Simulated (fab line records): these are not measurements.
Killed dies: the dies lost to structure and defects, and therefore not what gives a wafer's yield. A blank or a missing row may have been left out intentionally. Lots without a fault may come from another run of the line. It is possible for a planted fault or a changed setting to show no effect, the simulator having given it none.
Which of the tools did it? :: flow nand harc :: Sampling: 11 lots, 33 wafers, 5 of 1302 route steps

## WHAT THE GAUGES READ, wafer by wafer
NHARC_END_SORT_01. Usual: killed at array 57, standard deviation 19; killed at other 0.9, standard deviation 1.1; killed at periphery 4.0, standard deviation 2.6; killed dies 62, standard deviation 19; killed open 3.3, standard deviation 1.8; killed short 2.4, standard deviation 1.7.
lot: L541
measured: day 27 12:02
on: prober-02
killed at array: 669 672 672
killed at other: 3 2 2
killed at periphery: 5 3 3
killed dies: 677 677 677
killed open: 0 4 4
killed short: 5 3 6
flag: OFF

lot: L542
measured: day 28 11:38
on: prober-02
killed at array: 677 672 675
killed at other: 0 2 0
killed at periphery: 0 3 2
killed dies: 677 677 677
killed open: 4 5 5
killed short: 1 4 2
flag: OFF

## WHICH TOOL RAN EACH LOT (tool, then ch and the chambers of the sampled wafers, then the start)
lot: L533
NHARC_A_STAIRCASE_TRIM_24: rie diel-07 ch 1,3, day 15 21:53 or earlier
NHARC_A_STAIRCASE_ETCH_25: rie diel-07 ch 1,2, day 15 21:53 or earlier
NHARC_A_STAIRCASE_ETCH_188: rie diel-07 ch 0,2,3, day 15 21:53
NHARC_A_STAIRCASE_ETCH_194: rie diel-07 ch 0,1,3, no start

lot: L534
NHARC_A_STAIRCASE_TRIM_24: rie diel-04 ch 0,2,3, day 16 11:06 or earlier
NHARC_A_STAIRCASE_ETCH_25: rie diel-04 ch 1,2,3, day 16 11:06 or earlier
NHARC_A_STAIRCASE_ETCH_188: rie diel-04 ch 2,3, day 16 11:06
NHARC_A_STAIRCASE_ETCH_194: rie diel-04 ch 2,3, no start

lot: L536
NHARC_A_STAIRCASE_TRIM_24: rie diel-07 ch 1,2, day 17 13:12 or earlier
NHARC_A_STAIRCASE_ETCH_25: rie diel-07 ch 0,3, day 17 13:12 or earlier
NHARC_A_STAIRCASE_ETCH_188: rie diel-04 ch 1,2, day 17 13:12
NHARC_A_STAIRCASE_ETCH_194: rie diel-04 ch 1,3, no start

lot: L541
NHARC_A_STAIRCASE_TRIM_24: rie diel-08 ch 0,3, day 19 00:28 or earlier
NHARC_A_STAIRCASE_ETCH_25: rie diel-08 ch 0,1,2, day 19 00:28 or earlier
NHARC_A_STAIRCASE_ETCH_188: rie diel-07 ch 0,1,2, day 19 00:28
NHARC_A_STAIRCASE_ETCH_194: rie diel-07 ch 0,2, day 27 12:02 or earlier

lot: L542
NHARC_A_STAIRCASE_TRIM_24: rie diel-04 ch 0,1, day 20 02:46 or earlier
NHARC_A_STAIRCASE_ETCH_25: rie diel-04 ch 1,2,3, day 20 02:46 or earlier
NHARC_A_STAIRCASE_ETCH_188: rie diel-07 ch 0,1,2, day 20 02:46
NHARC_A_STAIRCASE_ETCH_194: rie diel-07 ch 0,1,3, day 28 11:38 or earlier

lot: L548
NHARC_A_STAIRCASE_TRIM_24: rie diel-07 ch 0,1,2, day 22 11:49 or earlier
NHARC_A_STAIRCASE_ETCH_25: rie diel-07 ch 1,2,3, day 22 11:49 or earlier
NHARC_A_STAIRCASE_ETCH_188: rie diel-07 ch 0,3, day 22 11:49
NHARC_A_STAIRCASE_ETCH_194: rie diel-07 ch 0,1,2, no start

lot: L549
NHARC_A_STAIRCASE_TRIM_24: rie diel-08 ch 0,1,2, day 22 20:45 or earlier
NHARC_A_STAIRCASE_ETCH_25: rie diel-08 ch 0,1,3, day 22 20:45 or earlier
NHARC_A_STAIRCASE_ETCH_188: rie diel-07 ch 0,1, day 22 20:45
NHARC_A_STAIRCASE_ETCH_194: rie diel-07 ch 0,3, no start

lot: L551
NHARC_A_STAIRCASE_TRIM_24: rie diel-07 ch 0,1,3, day 23 18:13 or earlier
NHARC_A_STAIRCASE_ETCH_25: rie diel-07 ch 0,2, day 23 18:13 or earlier
NHARC_A_STAIRCASE_ETCH_188: rie diel-04 ch 0,3, day 23 18:13
NHARC_A_STAIRCASE_ETCH_194: rie diel-04 ch 0,1, no start

lot: L552
NHARC_A_STAIRCASE_TRIM_24: rie diel-08 ch 2,3, day 24 07:46 or earlier
NHARC_A_STAIRCASE_ETCH_25: rie diel-08 ch 0,2, day 24 07:46 or earlier
NHARC_A_STAIRCASE_ETCH_188: rie diel-04 ch 0,3, day 24 07:46
NHARC_A_STAIRCASE_ETCH_194: rie diel-04 ch 0,1,3, no start

lot: L554
NHARC_A_STAIRCASE_TRIM_24: rie diel-07 ch 0,1,2, day 25 16:10 or earlier
NHARC_A_STAIRCASE_ETCH_25: rie diel-07 ch 2,3, day 25 16:10 or earlier
NHARC_A_STAIRCASE_ETCH_188: rie diel-07 ch 0,2,3, day 25 16:10
NHARC_A_STAIRCASE_ETCH_194: rie diel-07 ch 1,2, no start

lot: L555
NHARC_A_STAIRCASE_TRIM_24: rie diel-04 ch 1,3, day 25 16:44 or earlier
NHARC_A_STAIRCASE_ETCH_25: rie diel-04 ch 0,3, day 25 16:44 or earlier
NHARC_A_STAIRCASE_ETCH_188: rie diel-07 ch 0,3, day 25 16:44
NHARC_A_STAIRCASE_ETCH_194: rie diel-07 ch 2,3, no start
- NHARC_A_STAIRCASE_TRIM_24: chemistry O2, time 211.2 s.
- NHARC_A_STAIRCASE_ETCH_25: etches the open film in C4F8/O2, target depth 100 nm, time 40.5 s.
- NHARC_A_STAIRCASE_ETCH_188: etches the open film in C4F8/O2, target depth 100 nm, time 40.5 s.
- NHARC_A_STAIRCASE_ETCH_194: etches the open film in C4F8/O2, target depth 100 nm, time 40.5 s.

## WHAT THE TOOLS THEMSELVES READ (means of the sampled wafers that have a number; where no wafer has one, the mark that the record gives instead)
NHARC_A_STAIRCASE_TRIM_24. Usual: chamber pressure mTorr is 59.99 mTorr with standard deviation 0.052, drypump motor current A is 5.9 A with standard deviation 0.41, o2 flow sccm is 500.1 sccm with standard deviation 1.5, oes product au is 0.997 a.u. with standard deviation 0.011, rf vpp V is 58.0 V with standard deviation 0.88, showerhead plenum p Torr is 3.56 Torr with standard deviation 0.14, and throttle valve pct is 17.036 % with standard deviation 0.0088.
lot: L533
tool: rie diel-07
chamber pressure mTorr (mTorr): 60.01
drypump motor current A (A): 5.6
o2 flow sccm (sccm): 500.0
oes product au (a.u.): 0.992
rf vpp V (V): 58.4
showerhead plenum p Torr (Torr): 3.55
throttle valve pct (%): 17.039
flag: 

lot: L534
tool: rie diel-04
chamber pressure mTorr (mTorr): 59.96
drypump motor current A (A): 6.0
o2 flow sccm (sccm): 500.4
oes product au (a.u.): 0.995
rf vpp V (V): 58.2
showerhead plenum p Torr (Torr): 3.56
throttle valve pct (%): 17.030
flag: 

lot: L536
tool: rie diel-07
chamber pressure mTorr (mTorr): 60.00
drypump motor current A (A): 6.1
o2 flow sccm (sccm): 499.4
oes product au (a.u.): 0.978
rf vpp V (V): 58.0
showerhead plenum p Torr (Torr): 3.60
throttle valve pct (%): 17.037
flag: 

lot: L541
tool: rie diel-08
chamber pressure mTorr (mTorr): 60.01
drypump motor current A (A): 6.0
o2 flow sccm (sccm): 502.5
oes product au (a.u.): 1.011
rf vpp V (V): 58.7
showerhead plenum p Torr (Torr): 3.70
throttle valve pct (%): 17.043
flag: 

lot: L542
tool: rie diel-04
chamber pressure mTorr (mTorr): 59.96
drypump motor current A (A): 6.1
o2 flow sccm (sccm): 501.8
oes product au (a.u.): 0.998
rf vpp V (V): 58.7
showerhead plenum p Torr (Torr): 3.69
throttle valve pct (%): 17.032
flag: 

lot: L548
tool: rie diel-07
chamber pressure mTorr (mTorr): 60.03
drypump motor current A (A): 6.1
o2 flow sccm (sccm): 499.7
oes product au (a.u.): 0.994
rf vpp V (V): 58.5
showerhead plenum p Torr (Torr): 3.49
throttle valve pct (%): 17.039
flag: 

lot: L549
tool: rie diel-08
chamber pressure mTorr (mTorr): 59.99
drypump motor current A (A): 5.9
o2 flow sccm (sccm): 500.1
oes product au (a.u.): 1.006
rf vpp V (V): 58.3
showerhead plenum p Torr (Torr): 3.61
throttle valve pct (%): 17.037
flag: 

lot: L551
tool: rie diel-07
chamber pressure mTorr (mTorr): 59.99
drypump motor current A (A): 5.7
o2 flow sccm (sccm): 500.7
oes product au (a.u.): 0.996
rf vpp V (V): 57.7
showerhead plenum p Torr (Torr): 3.48
throttle valve pct (%): 17.034
flag: 

lot: L552
tool: rie diel-08
chamber pressure mTorr (mTorr): 60.00
drypump motor current A (A): 5.7
o2 flow sccm (sccm): 498.9
oes product au (a.u.): 0.999
rf vpp V (V): 59.1
showerhead plenum p Torr (Torr): 3.60
throttle valve pct (%): 17.041
flag: 

lot: L554
tool: rie diel-07
chamber pressure mTorr (mTorr): 60.02
drypump motor current A (A): 6.2
o2 flow sccm (sccm): 499.9
oes product au (a.u.): 0.994
rf vpp V (V): 57.6
showerhead plenum p Torr (Torr): 3.48
throttle valve pct (%): 17.039
flag: 

lot: L555
tool: rie diel-04
chamber pressure mTorr (mTorr): 60.01
drypump motor current A (A): 6.1
o2 flow sccm (sccm): 501.0
oes product au (a.u.): 1.003
rf vpp V (V): 57.8
showerhead plenum p Torr (Torr): 3.50
throttle valve pct (%): 17.037
flag: 

NHARC_A_STAIRCASE_ETCH_25. Usual: chamber pressure mTorr 24.997 mTorr, standard deviation 0.022; oes product au 0.943 a.u., standard deviation 0.011; rf fwd power W 591.5 W, standard deviation 2.7; rf vpp V 897 V, standard deviation 5.2.
lot: L533
tool: rie diel-07
chamber pressure mTorr (mTorr): 25.012
oes product au (a.u.): 0.938
rf fwd power W (W): 589.9
rf vpp V (V): 898
flag: 

lot: L534
tool: rie diel-04
chamber pressure mTorr (mTorr): 24.963
oes product au (a.u.): 0.942
rf fwd power W (W): 593.9
rf vpp V (V): 894
flag: 

lot: L536
tool: rie diel-07
chamber pressure mTorr (mTorr): 24.996
oes product au (a.u.): 0.937
rf fwd power W (W): 590.9
rf vpp V (V): 896
flag: 

lot: L541
tool: rie diel-08
chamber pressure mTorr (mTorr): 24.994
oes product au (a.u.): 0.952
rf fwd power W (W): 589.8
rf vpp V (V): 899
flag: 

lot: L542
tool: rie diel-04
chamber pressure mTorr (mTorr): 25.020
oes product au (a.u.): 0.956
rf fwd power W (W): 591.9
rf vpp V (V): 892
flag: 

lot: L548
tool: rie diel-07
chamber pressure mTorr (mTorr): 25.010
oes product au (a.u.): 0.932
rf fwd power W (W): 591.8
rf vpp V (V): 897
flag: 

lot: L549
tool: rie diel-08
chamber pressure mTorr (mTorr): 25.000
oes product au (a.u.): 0.947
rf fwd power W (W): 591.5
rf vpp V (V): 902
flag: 

lot: L551
tool: rie diel-07
chamber pressure mTorr (mTorr): 24.992
oes product au (a.u.): 0.935
rf fwd power W (W): 589.9
rf vpp V (V): 897
flag: 

lot: L552
tool: rie diel-08
chamber pressure mTorr (mTorr): 24.991
oes product au (a.u.): 0.937
rf fwd power W (W): 590.3
rf vpp V (V): 897
flag: 

lot: L554
tool: rie diel-07
chamber pressure mTorr (mTorr): 25.012
oes product au (a.u.): 0.958
rf fwd power W (W): 593.0
rf vpp V (V): 899
flag: 

lot: L555
tool: rie diel-04
chamber pressure mTorr (mTorr): 25.000
oes product au (a.u.): 0.961
rf fwd power W (W): 592.8
rf vpp V (V): 902
flag: 

NHARC_A_STAIRCASE_ETCH_188. Usual: chamber pressure mTorr 24.996 mTorr, standard deviation 0.023; oes product au 0.938 a.u., standard deviation 0.013; rf fwd power W 591.8 W, standard deviation 2.5; rf vpp V 896 V, standard deviation 5.5.
lot: L533
tool: rie diel-07
chamber pressure mTorr (mTorr): 25.007
oes product au (a.u.): 0.944
rf fwd power W (W): 591.2
rf vpp V (V): 898
flag: 

lot: L534
tool: rie diel-04
chamber pressure mTorr (mTorr): 25.003
oes product au (a.u.): 0.931
rf fwd power W (W): 593.2
rf vpp V (V): 894
flag: 

lot: L536
tool: rie diel-04
chamber pressure mTorr (mTorr): 24.980
oes product au (a.u.): 0.933
rf fwd power W (W): 594.4
rf vpp V (V): 891
flag: 

lot: L541
tool: rie diel-07
chamber pressure mTorr (mTorr): 25.001
oes product au (a.u.): 1.142
rf fwd power W (W): 828.4
rf vpp V (V): 895
flag: OFF

lot: L542
tool: rie diel-07
chamber pressure mTorr (mTorr): 24.995
oes product au (a.u.): 1.169
rf fwd power W (W): 831.6
rf vpp V (V): 895
flag: OFF

lot: L548
tool: rie diel-07
chamber pressure mTorr (mTorr): 24.998
oes product au (a.u.): 0.934
rf fwd power W (W): 591.5
rf vpp V (V): 893
flag: 

lot: L549
tool: rie diel-07
chamber pressure mTorr (mTorr): 24.979
oes product au (a.u.): 0.918
rf fwd power W (W): 590.5
rf vpp V (V): 893
flag: 

lot: L551
tool: rie diel-04
chamber pressure mTorr (mTorr): 24.986
oes product au (a.u.): 0.930
rf fwd power W (W): 591.0
rf vpp V (V): 902
flag: 

lot: L552
tool: rie diel-04
chamber pressure mTorr (mTorr): 25.009
oes product au (a.u.): 0.934
rf fwd power W (W): 591.1
rf vpp V (V): 899
flag: 

lot: L554
tool: rie diel-07
chamber pressure mTorr (mTorr): 25.000
oes product au (a.u.): 0.937
rf fwd power W (W): 593.0
rf vpp V (V): 896
flag: 

lot: L555
tool: rie diel-07
chamber pressure mTorr (mTorr): 24.983
oes product au (a.u.): 0.922
rf fwd power W (W): 591.2
rf vpp V (V): 895
flag: 

NHARC_A_STAIRCASE_ETCH_194. Usual: chamber pressure mTorr 24.999 mTorr, standard deviation 0.023; oes product au 0.941 a.u., standard deviation 0.011; rf fwd power W 591.9 W, standard deviation 2.7; rf vpp V 896 V, standard deviation 5.4.
lot: L533
tool: rie diel-07
chamber pressure mTorr (mTorr): 24.983
oes product au (a.u.): 0.926
rf fwd power W (W): 591.5
rf vpp V (V): 896
flag: 

lot: L534
tool: rie diel-04
chamber pressure mTorr (mTorr): 25.013
oes product au (a.u.): 0.948
rf fwd power W (W): 594.7
rf vpp V (V): 892
flag: 

lot: L536
tool: rie diel-04
chamber pressure mTorr (mTorr): 24.989
oes product au (a.u.): 0.955
rf fwd power W (W): 589.8
rf vpp V (V): 896
flag: 

lot: L541
tool: rie diel-07
chamber pressure mTorr (mTorr): 25.010
oes product au (a.u.): 0.935
rf fwd power W (W): 590.9
rf vpp V (V): 894
flag: 

lot: L542
tool: rie diel-07
chamber pressure mTorr (mTorr): 24.986
oes product au (a.u.): 0.930
rf fwd power W (W): 592.2
rf vpp V (V): 894
flag: 

lot: L548
tool: rie diel-07
chamber pressure mTorr (mTorr): 24.989
oes product au (a.u.): 0.937
rf fwd power W (W): 590.3
rf vpp V (V): 894
flag: 

lot: L549
tool: rie diel-07
chamber pressure mTorr (mTorr): 25.013
oes product au (a.u.): 0.941
rf fwd power W (W): 591.1
rf vpp V (V): 894
flag: 

lot: L551
tool: rie diel-04
chamber pressure mTorr (mTorr): 24.983
oes product au (a.u.): 0.942
rf fwd power W (W): 593.5
rf vpp V (V): 898
flag: 

lot: L552
tool: rie diel-04
chamber pressure mTorr (mTorr): 24.990
oes product au (a.u.): 0.947
rf fwd power W (W): 592.8
rf vpp V (V): 898
flag: 

lot: L554
tool: rie diel-07
chamber pressure mTorr (mTorr): 24.989
oes product au (a.u.): 0.940
rf fwd power W (W): 591.7
rf vpp V (V): 898
flag: 

lot: L555
tool: rie diel-07
chamber pressure mTorr (mTorr): 25.008
oes product au (a.u.): 0.932
rf fwd power W (W): 594.0
rf vpp V (V): 899
flag: 

## THE ANSWER, worked out from the rows above alone
Rule: a lot is off if the mean of its wafers that have a number lies more than 3 standard deviations from the usual mean. Also off: a lot with no number at a reading for which 4 or more lots have one. Any other lot the step has rows for is counted as sound. Order of review: gauges by route order, followed by the tools' own readings, for which a lot's mean as printed above is used. At the first step where some lot is off, the reading lying furthest off is the one used; lots without a number count as furthest.
Off: L541, L542, at NHARC_END_SORT_01 (killed at array). Neither off nor sound, because the step has no rows for them: L533, L534, L536, L548, L549, L551, L552, L554, L555.
A tool fits if, at a process step before that reading, it ran every lot that is off, and no sound lot after the first of them. Not tried: the gauges at NHARC_END_SORT_01; whatever is off there is also off at NHARC_A_STAIRCASE_ETCH_188, on other tools, and gauge error can't account for it. Because NHARC_A_STAIRCASE_TRIM_24 lacks a start for some lots, the hours and order of its lots are taken from NHARC_A_STAIRCASE_ETCH_188. Because NHARC_A_STAIRCASE_ETCH_25 lacks a start for some lots, the hours and order of its lots are taken from NHARC_A_STAIRCASE_ETCH_188. Because NHARC_A_STAIRCASE_ETCH_194 lacks a start for some lots, the hours and order of its lots are taken from NHARC_END_SORT_01. One fits: NHARC_A_STAIRCASE_ETCH_188 and NHARC_A_STAIRCASE_ETCH_194 on rie diel-07. It ran no sound lot before its first lot that is off in this sample, so the start can't be narrowed down.

## WHAT THE SIMULATOR HAD INSERTED
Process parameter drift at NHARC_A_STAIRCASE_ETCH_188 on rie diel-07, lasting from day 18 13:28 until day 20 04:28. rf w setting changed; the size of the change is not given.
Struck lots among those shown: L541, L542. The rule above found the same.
